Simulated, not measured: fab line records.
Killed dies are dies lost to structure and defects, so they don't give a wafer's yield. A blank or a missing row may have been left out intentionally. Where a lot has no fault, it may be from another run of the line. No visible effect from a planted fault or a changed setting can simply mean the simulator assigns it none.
fab line records	flow n5-finfet
[record] lots = 7	wafers = 21
route steps=1938 shown BEOL_M12@1639 BEOL_M13@1659 BEOL_M14@1751
start-h: hours from the record's opening day to when the first of the lot's shown wafers began	wait-h: how many hours have passed since the lot's step before this one	" unchanged from the row above	L1.1+2: a row that stands for several wafers	- value missing, or start not given	* or withheld: withheld	< > ~ a bound
route shown NAME@n: names a module that has steps shown in the file, with the first one's number in the route	usual: mean/standard deviation of fault-free wafers	same: alike in all rows	chamber/n: place in a boat	sites: readings site by site	_std_site: how widely they spread, as a standard deviation	_edge_site: outer sites' mean less inner sites'	radius-mm: how far each site lies from the wafer's centre	mask NAME#n: copy n	behind: the tool/chamber that last shaped the wafer	hold: what put the lot on hold/how long, in hours/how the hold closed	device: whichever transistor did not switch (one of n, p or np)	end of line: the route-end tests of the same wafers	for a step that has no rows: nothing shown but its recipe	killed: the dies lost at the first sort to structure and to defects; this is not the yield of the wafer	map: a wafer's dies, x killed, . not, _ none there
set.NAME: setting as actually run; set.NAME@STEP: the setting as run at that earlier step	model.NAME: the simulator's own value behind a step, which no gauge read
lots run with intentionally changed settings; tables by step, rows by wafer
[[steps]]
[step N5_BEOL_M12_TRENCH_ETCH_34]
[recipe] chemistry = C4F8/O2/Ar	target = SiOC	target-depth-a = 3189.5	mask-material = SOC	pressure-mtorr = 30	source-w = 3000	bias-w = 700	Ar_flow_sccm = 400	C4F8_flow_sccm = 15	O2_flow_sccm = 8	he-inner-torr = 15	he-outer-torr = 30	time-s = 125.5	ion-energy-ev = 250
lot.wafer	tool	chamber	start-h	wait-h	set.time-s	model.etch.depth-nm
L077.2	rie-diel-04	2	257.61	0.0	125.5	325.2
L077.4	"	0	"	"	125.5	314.4
L077.5	"	1	"	"	125.5	319
L079.2	rie-diel-01	0	271.85	0.0	115.3	280.1
L079.3	"	2	"	"	125.5	310.2
L079.6	"	0	"	"	115.3	279.6
L078.1	rie-diel-04	0	272.06	0.0	125.5	320.3
L078.2	"	1	"	"	125.5	319.6
L078.3	"	3	"	"	125.5	316.6
L081.3	rie-diel-01	3	297.76	0.0	125.5	317.9
L081.5	"	2	"	"	138.5	343.1
L081.6	"	1	"	"	138.5	356.3
L093.1	rie-diel-03	0	401.18	0.0	125.5	328.2
L093.3	"	1	"	"	125.5	324.2
L093.5	"	2	"	"	125.5	319.7
L096.1	rie-diel-03	2	409.57	0.0	117	297.4
L096.2	"	1	"	"	117	303.8
L096.5	"	1	"	"	125.5	323.2
L095.1	rie-diel-03	0	413.32	0.0	125.5	328.8
L095.2	"	3	"	"	125.5	327.6
L095.5	"	3	"	"	125.5	327.2
[step N5_BEOL_M12_STRIP_70]
[recipe] chemistry = C4F8/O2/Ar	resist = SiARC	rf-frequency-hz = 6e+07
[step N5_BEOL_M12_OCD_MEAS_35]
[usual] trench-depth-nm = 322/6
lot.wafer	tool	chamber	start-h	wait-h	set.time-s@BEOL_M12_TRENCH_ETCH_34	trench-depth-nm
L077.2	ocd-01	-	257.76	0.0	125.5	326
L077.4	"	-	"	"	125.5	314
L077.5	"	-	"	"	125.5	319
L079.2	ocd-02	-	272.00	0.0	115.3	280
L079.3	"	-	"	"	125.5	310
L079.6	"	-	"	"	115.3	279
L078.1	ocd-01	-	272.22	0.0	125.5	320
L078.2	"	-	"	"	125.5	319
L078.3	"	-	"	"	125.5	316
L081.3	ocd-01	-	297.91	0.0	125.5	318
L081.5	"	-	"	"	138.5	344
L081.6	"	-	"	"	138.5	357
L093.1	ocd-01	-	401.34	0.0	125.5	328
L093.3	"	-	"	"	125.5	325
L093.5	"	-	"	"	125.5	320
L096.1	ocd-01	-	409.73	0.0	117	297
L096.2	"	-	"	"	117	304
L096.5	"	-	"	"	125.5	323
L095.1	ocd-02	-	413.48	0.0	125.5	329
L095.2	"	-	"	"	125.5	328
L095.5	"	-	"	"	125.5	327
[step N5_BEOL_M12_SPUTTER_43]
[recipe] material = TaN	target-thk-a = 150	temp-c = 50	bias-v = 168.6	power-w = 15000	chamber-pressure-pa = 0.12	time-s = 24.19
lot.wafer	tool	chamber	start-h	wait-h	set.power-w	model.TaN_of_BEOL_M12_SPUTTER_43.thk-nm
L077.2	pvd-sputter-02	-	258.90	0.0	15000	14.8
L077.4	"	-	"	"	15000	15.2
L077.5	"	-	"	"	12470	12.4
L079.2	pvd-sputter-02	-	274.11	0.0	15000	15
L079.3	"	-	"	"	13090	12.8
L079.6	"	-	"	"	13090	13.2
L078.1	pvd-sputter-02	-	274.74	0.0	16250	16.4
L078.2	"	-	"	"	16250	16.6
L078.3	"	-	"	"	16250	16.2
L081.3+5	pvd-sputter-02	-	306.52	0.0	15000	15.2
L081.6	"	-	"	"	17210	17.6
L093.1+3	pvd-sputter-02	-	403.57	0.0	12660	12.4
L093.5	"	-	"	"	15000	14.8
L096.1	pvd-sputter-03	-	410.68	0.0	15000	15
L096.2	"	-	"	"	16240	16.2
L096.5	"	-	"	"	16240	16
L095.1	pvd-sputter-03	-	416.42	0.0	15000	15
L095.2+5	"	-	"	"	15000	15.2
[step N5_BEOL_M12_SPUTTER_44]
[recipe] material = Ta	target-thk-a = 100	temp-c = 50	bias-v = 80	power-w = 15000	chamber-pressure-pa = 0.07	time-s = 16.13
[step N5_BEOL_M12_SPUTTER_45]
[recipe] material = Cu	target-thk-a = 800	temp-c = -20	bias-v = 60	power-w = 26000	chamber-pressure-pa = 0.13	time-s = 13.33
[step N5_BEOL_M12_ECD_47]
[recipe] material = Cu	target-thk-a = 7200
[step N5_BEOL_M12_ANNEAL_48]
[recipe] temp-c = 225	time-s = 90	ambient = N2
[step N5_BEOL_M12_CMP_49]
[recipe] stop-on = SiOC	t-overpolish-s = 20.6	down-force-psi = 1	platen-rpm = 50	clearing-platen-down-force-psi = 1.5	clearing-platen-rpm = 50	post-cmp-clean = cu-alkaline	target-thk-nm = 320	clearing-platen-pad-velocity-m-s = 0.99484	pad-velocity-m-s = 0.99484
lot.wafer	tool	chamber	start-h	wait-h	set.time-s@BEOL_M12_TRENCH_ETCH_34	model.Cu_of_BEOL_M12_ECD_47.thk-nm
L077.4	cmp-02	0	259.66	0.2	125.5	316.6
L077.2	"	1	"	"	125.5	327.6
L077.5	"	3	"	"	125.5	323.8
L079.3	cmp-01	0	274.84	0.2	125.5	312
L079.2	"	3	"	"	115.3	279.8
L079.6	"	1	"	"	115.3	283.6
L078.1	cmp-03	2	275.45	0.3	125.5	319.8
L078.3	"	3	"	"	125.5	315.6
L078.2	"	0	"	"	125.5	319.4
L081.3	cmp-01	3	307.54	0.3	125.5	320
L081.5	"	0	"	"	138.5	343
L081.6	"	1	"	"	138.5	356.8
L093.3	cmp-03	0	404.67	0.2	125.5	328.2
L093.1	"	1	"	"	125.5	332.4
L093.5	"	0	"	"	125.5	321.8
L096.1	cmp-01	3	411.50	0.3	117	298.4
L096.2	"	1	"	"	117	304.8
L096.5	"	3	"	"	125.5	322
L095.2	cmp-03	1	417.17	0.2	125.5	329.2
L095.1	"	3	"	"	125.5	328.8
L095.5	"	0	"	"	125.5	329.8
[step N5_BEOL_M12_PRE_CLEAN_52]
[recipe] gas = NH3	time-s = 15	temp-c = withheld	rf-power-w = 300
[step N5_BEOL_M12_DEP_53]
[recipe] material = SiCN	target-thk-a = 300	temp-c = withheld	precursor = 3MS/NH3	pressure-torr = 3	rf-w = 675	time-s = 10.5
[step N5_BEOL_M12_RS_MEAS_54]
[recipe] thk-meas-gauge = four-point-probe	reads = Cu_of_BEOL_M12_ECD_47+Ta_of_BEOL_M12_SPUTTER_44+TaN_of_BEOL_M12_SPUTTER_43
[usual] M12_RS = 0.0595/0.0012
lot.wafer	tool	chamber	start-h	wait-h	set.time-s@BEOL_M12_TRENCH_ETCH_34	M12_RS[ohm/sq]
L077.2	film-metro-02	-	260.04	0.0	125.5	0.0588
L077.4	"	-	"	"	125.5	0.0609
L077.5	"	-	"	"	125.5	0.0596
L079.2	film-metro-02	-	275.26	0.0	115.3	0.0693
L079.3	"	-	"	"	125.5	0.0618
L079.6	"	-	"	"	115.3	0.0682
L078.1	film-metro-01	-	275.87	0.0	125.5	0.0602
L078.2	"	-	"	"	125.5	0.0601
L078.3	"	-	"	"	125.5	0.0610
L081.3	film-metro-01	-	307.85	0.0	125.5	0.0601
L081.5	"	-	"	"	138.5	0.0558
L081.6	"	-	"	"	138.5	0.0536
L093.1	film-metro-01	-	405.09	0.0	125.5	0.0577
L093.3	"	-	"	"	125.5	0.0584
L093.5	"	-	"	"	125.5	0.0596
L096.1	film-metro-02	-	411.92	0.0	117	0.0647
L096.2	"	-	"	"	117	0.0633
L096.5	"	-	"	"	125.5	0.0598
L095.1	film-metro-01	-	417.55	0.0	125.5	0.0584
L095.2	"	-	"	"	125.5	0.0582
L095.5	"	-	"	"	125.5	0.0581
[step N5_BEOL_M13_ILD_DEP_00]
[recipe] material = SiOC	target-thk-a = 8379.2	temp-c = 350	precursor = DEMS/O2	pressure-torr = 5	rf-w = 500	time-s = 166.4
lot.wafer	tool	chamber	start-h	wait-h	set.time-s	model.SiOC_of_BEOL_M13_ILD_DEP_00.thk-nm
L077.2	pecvd-01	0	260.10	0.0	166.4	817.6
L077.4	"	1	"	"	166.4	837
L077.5	"	0	"	"	148.8	741.8
L079.2	pecvd-01	0	275.32	0.0	166.4	823.4
L079.3	"	1	"	"	166.4	837
L079.6	"	0	"	"	173.2	885
L078.1	pecvd-03	0	275.94	0.0	166.4	834.4
L078.2	"	2	"	"	166.4	840.6
L078.3	"	1	"	"	166.4	833.8
L081.3	pecvd-03	0	307.91	0.0	166.4	833.2
L081.5	"	0	"	"	153	772.8
L081.6	"	1	"	"	166.4	836.6
L093.1	pecvd-01	2	405.15	0.0	177.2	888.6
L093.3	"	1	"	"	166.4	835.2
L093.5	"	0	"	"	166.4	855.2
L096.1	pecvd-04	0	411.98	0.0	166.4	839
L096.2	"	2	"	"	166.4	834.6
L096.5	"	2	"	"	166.4	846.8
L095.1	pecvd-04	2	417.62	0.0	166.4	828
L095.2	"	1	"	"	166.4	820.8
L095.5	"	2	"	"	166.4	849.6
[step N5_BEOL_M13_THK_MEAS_01]
[recipe] reads = SiOC_of_BEOL_M13_ILD_DEP_00
[usual] M13_ILD_THK = 837/9.4
lot.wafer	tool	chamber	start-h	wait-h	set.time-s@BEOL_M13_ILD_DEP_00	M13_ILD_THK[nm]
L077.2	film-metro-01	-	260.26	0.1	166.4	818
L077.4	"	-	"	"	166.4	837
L077.5	"	-	"	"	148.8	742
L079.2	film-metro-01	-	275.47	0.1	166.4	823
L079.3	"	-	"	"	166.4	837
L079.6	"	-	"	"	173.2	885
L078.1	film-metro-02	-	276.09	0.1	166.4	834
L078.2	"	-	"	"	166.4	840
L078.3	"	-	"	"	166.4	834
L081.3	film-metro-02	-	308.06	0.1	166.4	833
L081.5	"	-	"	"	153	773
L081.6	"	-	"	"	166.4	837
L093.1	film-metro-02	-	405.30	0.1	177.2	888
L093.3	"	-	"	"	166.4	834
L093.5	"	-	"	"	166.4	855
L096.1	film-metro-01	-	412.19	0.2	166.4	839
L096.2	"	-	"	"	166.4	835
L096.5	"	-	"	"	166.4	847
L095.1	film-metro-02	-	417.77	0.1	166.4	828
L095.2	"	-	"	"	166.4	821
L095.5	"	-	"	"	166.4	849
[step N5_BEOL_M13_EXPOSE_07]
[recipe] mask-id = V12	na = 0.93	source-shape = conventional	sigma-outer = 0.6	polarization = unpolarized	attpsm-phase-deg = 180	dose-mj = 24.8
lot.wafer	tool	chamber	start-h	wait-h	mask	set.dose-mj
L077.2	krf-scanner-01	0	260.52	-	V12#0	26.48
L077.4+5	"	0	"	"	V12#0	24.8
L079.2+3	krf-scanner-02	0	275.61	-	V12#0	24.29
L079.6	"	0	"	"	V12#0	24.8
L078.1+2	krf-scanner-02	0	276.22	-	V12#0	24.8
L078.3	"	0	"	"	V12#0	22.96
L081.3+6	krf-scanner-02	0	308.21	-	V12#0	26.15
L081.5	"	0	"	"	V12#0	24.8
L093.1+3+5	krf-scanner-01	0	405.56	-	V12#0	24.8
L096.1+2+5	krf-scanner-01	0	412.45	-	V12#0	24.8
L095.1+2+5	krf-scanner-02	0	418.02	-	V12#0	24.8
[step N5_BEOL_M13_PEB_08]
[recipe] peb-temp-c = 130	peb-time-s = 90
[step N5_BEOL_M13_DEVELOP_09]
[recipe] develop-time-s = 45	rinse-liquid = diw	dry = air-spin	dev-temp-c = 21
[step N5_BEOL_M13_HARDBAKE_14]
[recipe] temp-c = 130	time-s = 120
[step N5_BEOL_M13_CD_MEAS_10]
[recipe] target-cd-nm = 190	landing-energy-ev = 500	detector = se-inlens	polarity = opening
[usual] cd-nm = 190.4/1
lot.wafer	tool	chamber	start-h	wait-h	set.dose-mj@BEOL_M13_EXPOSE_07	cd-nm
L077.2	cd-sem-02	0	260.68	-	26.48	196.9
L077.4	"	0	"	"	24.8	189.4
L077.5	"	0	"	"	24.8	190.2
L079.2	cd-sem-03	0	275.78	-	24.29	188.1
L079.3	"	0	"	"	24.29	189.3
L079.6	"	0	"	"	24.8	191.3
L078.1	cd-sem-03	0	276.39	-	24.8	191.2
L078.2	"	0	"	"	24.8	190.4
L078.3	"	0	"	"	22.96	184.3
L081.3	cd-sem-03	0	308.37	-	26.15	195.5
L081.5	"	0	"	"	24.8	191.0
L081.6	"	0	"	"	26.15	194.2
L093.1	cd-sem-02	0	405.73	-	24.8	190.0
L093.3	"	0	"	"	24.8	191.5
L093.5	"	0	"	"	24.8	191.6
L096.1	cd-sem-01	0	412.62	-	24.8	189.3
L096.2	"	0	"	"	24.8	188.8
L096.5	"	0	"	"	24.8	191.0
L095.1	cd-sem-02	0	418.20	-	24.8	188.6
L095.2	"	0	"	"	24.8	189.3
L095.5	"	0	"	"	24.8	190.8
[step N5_BEOL_M13_DESCUM_15]
[recipe] chemistry = O2	time-s = 7.9	source-power-w = 50	bias-power-w = 20	pressure-mtorr = 20	rf-frequency-hz = 2.712e+07	temp-c = 40	o2-flow-sccm = 225
[step N5_BEOL_M13_ETCH_59]
[recipe] chemistry = N2/H2	target = BARC	target-depth-a = 890	overetch-a = 267	time-s = 67.9	ion-energy-ev = 200	pressure-mtorr = 30	source-w = 840	bias-w = 150	n2-flow-sccm = 200	h2-flow-sccm = 200
[step N5_BEOL_M13_VIA_ETCH_16]
[recipe] chemistry = C4F8/O2/Ar	target = SiOC	pressure-mtorr = 30	source-w = 3000	bias-w = 700	Ar_flow_sccm = 400	C4F8_flow_sccm = 15	O2_flow_sccm = 8	he-inner-torr = 15	he-outer-torr = 30	target-depth-a = 9217	time-s = withheld	ion-energy-ev = 250	ends = cleared
lot.wafer	tool	chamber	start-h	wait-h	set.time-s@BEOL_M13_ILD_DEP_00	model.etch.depth-nm	model.coat_of_BEOL_M13_COAT_04.thk-nm
L077.2	rie-diel-06	1	260.86	0.0	*	817.6	78.4
L077.4	"	0	"	"	*	836.9	69
L077.5	"	3	"	"	*	741.7	96
L079.2	rie-diel-05	0	275.95	0.0	*	823.5	74.2
L079.3	"	2	"	"	*	836.9	71
L079.6	"	2	"	"	*	885	56
L078.1	rie-diel-06	2	276.57	0.0	*	834.3	71.8
L078.2	"	1	"	"	*	840.6	71.8
L078.3	"	3	"	"	*	833.8	69.8
L081.3	rie-diel-06	1	308.64	0.0	*	833.2	73.2
L081.5	"	3	"	"	*	772.7	86
L081.6	"	1	"	"	*	836.6	72
L093.1	rie-diel-02	1	405.97	0.0	*	888.6	59.4
L093.3	"	3	"	"	*	835.2	72.6
L093.5	"	3	"	"	*	855.2	65.8
L096.1	rie-diel-05	3	412.81	0.0	*	838.9	67.8
L096.2	"	0	"	"	*	834.6	70.2
L096.5	"	2	"	"	*	846.8	66.6
L095.1	rie-diel-06	2	418.60	0.0	*	828	68.6
L095.2	"	0	"	"	*	820.9	74
L095.5	"	3	"	"	*	849.6	63.8
[step N5_BEOL_M13_STRIP_63]
[recipe] chemistry = N2/H2	power-w = 1000	temp-c = 250	h2-frac = 0.65	overash-fraction = 0.3	pressure-mtorr = 1000	n2-flow-sccm = 1750	h2-flow-sccm = 3250
[usual] strip-time-to-endpoint-s = 28.0/1.1
lot.wafer	tool	chamber	start-h	wait-h	set.time-s@BEOL_M13_ILD_DEP_00	strip-time-to-endpoint-s
L077.2	plasma-asher-01	1	261.09	-	166.4	30.1
L077.4	"	0	"	"	166.4	27.3
L077.5	"	0	"	"	148.8	35.1
L079.2	plasma-asher-01	0	276.19	-	166.4	28.9
L079.3	"	0	"	"	166.4	28.0
L079.6	"	1	"	"	173.2	23.5
L078.1	plasma-asher-01	0	276.80	-	166.4	28.2
L078.2	"	1	"	"	166.4	28.2
L078.3	"	0	"	"	166.4	27.6
L081.3	plasma-asher-01	0	308.89	-	166.4	28.6
L081.5	"	0	"	"	153	32.3
L081.6	"	1	"	"	166.4	28.2
L093.1	plasma-asher-02	1	406.20	-	177.2	24.5
L093.3	"	1	"	"	166.4	28.4
L093.5	"	0	"	"	166.4	26.4
L096.1	plasma-asher-02	1	413.04	-	166.4	27.0
L096.2	"	0	"	"	166.4	27.7
L096.5	"	1	"	"	166.4	26.7
L095.1	plasma-asher-02	0	418.83	-	166.4	27.3
L095.2	"	1	"	"	166.4	28.9
L095.5	"	0	"	"	166.4	25.8
[step N5_BEOL_M14_ETCH_68]
[recipe] chemistry = N2/H2	target = SOC	mask-material = SiARC	source-w = 3000	bias-w = 350	temp-c = 40	time-s = 450	ion-energy-ev = 200	pressure-mtorr = 30	n2-flow-sccm = 200	h2-flow-sccm = 200
lot.wafer	tool	chamber	start-h	wait-h	set.time-s	model.SiARC_of_BEOL_M14_COAT_66.thk-nm
L077.2	rie-diel-01	0	266.87	0.1	450	66.4
L077.4	"	3	"	"	422.5	67.6
L077.5	"	2	"	"	450	66
L079.2+6	rie-diel-03	1,2	280.95	0.1	423.7	66.6
L079.3	"	0	"	"	423.7	66
L078.1	rie-diel-01	2	282.05	0.1	409.4	70
L078.2	"	0	"	"	450	66.8
L078.3	"	3	"	"	450	64.6
L081.3	rie-diel-01	2	315.52	0.1	450	66
L081.5	"	3	"	"	450	65.2
L081.6	"	0	"	"	405.1	68.6
L093.1	rie-diel-04	1	411.73	0.1	514.9	59
L093.3	"	0	"	"	450	66.4
L093.5	"	2	"	"	514.9	58.2
L096.1	rie-diel-01	1	422.07	0.1	450	64
L096.2	"	3	"	"	450	65.4
L096.5	"	3	"	"	450	64.6
L095.1	rie-diel-01	3	424.79	0.1	450	64.6
L095.2	"	0	"	"	450	63.8
L095.5	"	2	"	"	450	63.4
[step N5_BEOL_M14_DEP_53]
[recipe] material = SiCN	target-thk-a = 500	temp-c = withheld	precursor = 3MS/NH3	pressure-torr = 3	rf-w = 675	time-s = 17.8
lot.wafer	tool	chamber	start-h	wait-h	set.time-s	model.SiCN_of_BEOL_M14_DEP_53.thk-nm
L077.2	pecvd-02	2	269.01	0.0	16.15	44.8
L077.4	"	0	"	"	17.8	50.4
L077.5	"	2	"	"	16.15	45.8
L079.2	pecvd-02	2	283.07	0.0	17.8	50
L079.3	"	1	"	"	19.51	54.6
L079.6	"	2	"	"	17.8	50.6
L078.1	pecvd-01	0	285.31	0.0	17.8	50.8
L078.2	"	2	"	"	20.43	56.4
L078.3	"	1	"	"	20.43	57
L081.3	pecvd-02	1	319.32	0.0	19.66	55.2
L081.5	"	2	"	"	19.66	56.6
L081.6	"	0	"	"	19.66	56.2
L093.1	pecvd-03	1	414.92	0.0	17.8	49.8
L093.3	"	0	"	"	17.8	49
L093.5	"	1	"	"	17.8	50.4
L096.1	pecvd-03	2	426.80	0.0	17.8	50
L096.2	"	0	"	"	17.8	49.8
L096.5	"	1	"	"	17.8	50.8
L095.1	pecvd-03	1	427.25	0.0	17.8	48.6
L095.2	"	0	"	"	17.8	49.8
L095.5	"	2	"	"	17.8	49.4
[[key]]
[split] step = N5_BEOL_M12_TRENCH_ETCH_34	setting = time-s	stated = 125.5	by = wafer
[response] step = N5_BEOL_M12_TRENCH_ETCH_34	reading = model.etch.depth-nm	change = +3.33	per = 1%	r = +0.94
[response] step = N5_BEOL_M12_OCD_MEAS_35	reading = trench-depth-nm	change = +3.37	per = 1%	r = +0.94
[response] step = N5_BEOL_M12_CMP_49	reading = model.Cu_of_BEOL_M12_ECD_47.thk-nm	change = +3.17	per = 1%	r = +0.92
[response] step = N5_BEOL_M12_RS_MEAS_54	reading = M12_RS	change = -0.000643	per = 1%	r = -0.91
[split] step = N5_BEOL_M12_SPUTTER_43	setting = power-w	stated = 15000	by = wafer
[response] step = N5_BEOL_M12_SPUTTER_43	reading = model.TaN_of_BEOL_M12_SPUTTER_43.thk-nm	change = +0.155	per = 1%	r = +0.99
[split] step = N5_BEOL_M13_ILD_DEP_00	setting = time-s	stated = 166.4	by = wafer
[response] step = N5_BEOL_M13_ILD_DEP_00	reading = model.SiOC_of_BEOL_M13_ILD_DEP_00.thk-nm	change = +8.11	per = 1%	r = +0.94
[response] step = N5_BEOL_M13_THK_MEAS_01	reading = M13_ILD_THK	change = +8.13	per = 1%	r = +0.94
[response] step = N5_BEOL_M13_VIA_ETCH_16	reading = model.etch.depth-nm	change = +8.12	per = 1%	r = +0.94
[response] step = N5_BEOL_M13_VIA_ETCH_16	reading = model.coat_of_BEOL_M13_COAT_04.thk-nm	change = -2.02	per = 1%	r = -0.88
[response] step = N5_BEOL_M13_STRIP_63	reading = strip-time-to-endpoint-s	change = *	per = 1%	r = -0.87
[split] step = N5_BEOL_M13_EXPOSE_07	setting = dose-mj	stated = 24.8	by = wafer
[response] step = N5_BEOL_M13_CD_MEAS_10	reading = cd-nm	change = +0.907	per = 1%	r = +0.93
[split] step = N5_BEOL_M14_ETCH_68	setting = time-s	stated = 450	by = wafer
[response] step = N5_BEOL_M14_ETCH_68	reading = model.SiARC_of_BEOL_M14_COAT_66.thk-nm	change = -0.445	per = 1%	r = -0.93
[split] step = N5_BEOL_M14_DEP_53	setting = time-s	stated = 17.8	by = wafer
[response] step = N5_BEOL_M14_DEP_53	reading = model.SiCN_of_BEOL_M14_DEP_53.thk-nm	change = +0.443	per = 1%	r = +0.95
